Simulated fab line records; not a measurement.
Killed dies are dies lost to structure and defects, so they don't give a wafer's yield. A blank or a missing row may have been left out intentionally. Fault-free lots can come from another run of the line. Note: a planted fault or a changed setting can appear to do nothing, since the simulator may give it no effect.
Chamber matching :: flow n5_finfet :: N5_MOL_CONTACT_COAG_STRIP_98 on rie_diel-03 has 4 sister chambers
The step strips in N2/H2. 8 wafers are shown with their chamber, then 7 later ones without.

== WAFERS, EACH WITH ITS CHAMBER ==
wafer: L074.6
chamber: 2
showerhead_plenum_p_Torr (Torr): 3.35
throttle_valve_pct (%): 18.54

wafer: L082.2
chamber: 2
showerhead_plenum_p_Torr (Torr): 3.34
throttle_valve_pct (%): 18.59

wafer: L082.4
chamber: 1
showerhead_plenum_p_Torr (Torr): 3.44
throttle_valve_pct (%): 19.28

wafer: L086.2
chamber: 3
showerhead_plenum_p_Torr (Torr): 3.44
throttle_valve_pct (%): 18.79

wafer: L086.5
chamber: 0
showerhead_plenum_p_Torr (Torr): 3.12
throttle_valve_pct (%): 19.04

wafer: L086.6
chamber: 1
showerhead_plenum_p_Torr (Torr): 3.44
throttle_valve_pct (%): 19.29

wafer: L088.1
chamber: 3
showerhead_plenum_p_Torr (Torr): 3.44
throttle_valve_pct (%): 18.79

wafer: L088.2
chamber: 0
showerhead_plenum_p_Torr (Torr): 3.12
throttle_valve_pct (%): 19.06

== WAFERS WITH NO CHAMBER GIVEN ==
wafer: L088.4
showerhead_plenum_p_Torr (Torr): 3.33
throttle_valve_pct (%): 18.63

wafer: L091.1
showerhead_plenum_p_Torr (Torr): 3.33
throttle_valve_pct (%): 18.64

wafer: L091.2
showerhead_plenum_p_Torr (Torr): 3.11
throttle_valve_pct (%): 19.10

wafer: L091.3
showerhead_plenum_p_Torr (Torr): 3.43
throttle_valve_pct (%): 18.79

wafer: L091.4
showerhead_plenum_p_Torr (Torr): 3.33
throttle_valve_pct (%): 18.63

wafer: L091.5
showerhead_plenum_p_Torr (Torr): 3.11
throttle_valve_pct (%): 19.08

wafer: L091.6
showerhead_plenum_p_Torr (Torr): 3.43
throttle_valve_pct (%): 18.81

== CHAMBER TAKEN BY EACH ==
wafer: L088.4
from the rows above: 2
in truth: 2

wafer: L091.1
from the rows above: 2
in truth: 2

wafer: L091.2
from the rows above: 0
in truth: 0

wafer: L091.3
from the rows above: 3
in truth: 3

wafer: L091.4
from the rows above: 2
in truth: 2

wafer: L091.5
from the rows above: 0
in truth: 0

wafer: L091.6
from the rows above: 3
in truth: 3
Correctly placed: 7 of 7. From these rows, 0 cannot be placed. Wrongly placed: 0.
How it was worked out, from the rows above alone: a wafer's distance from a chamber is the root of the sum, over the readings, of the square of ((its reading less the chamber's mean) divided by the reading's scatter). The wafer belongs to the nearest chamber; if the next one is less than 2 further off, it can't be placed. A chamber's mean is the mean of its shown wafers. The scatter is the square root of a quotient: the sum, over the shown wafers, of each reading's squared deviation from its chamber's mean, divided by wafers minus chambers.
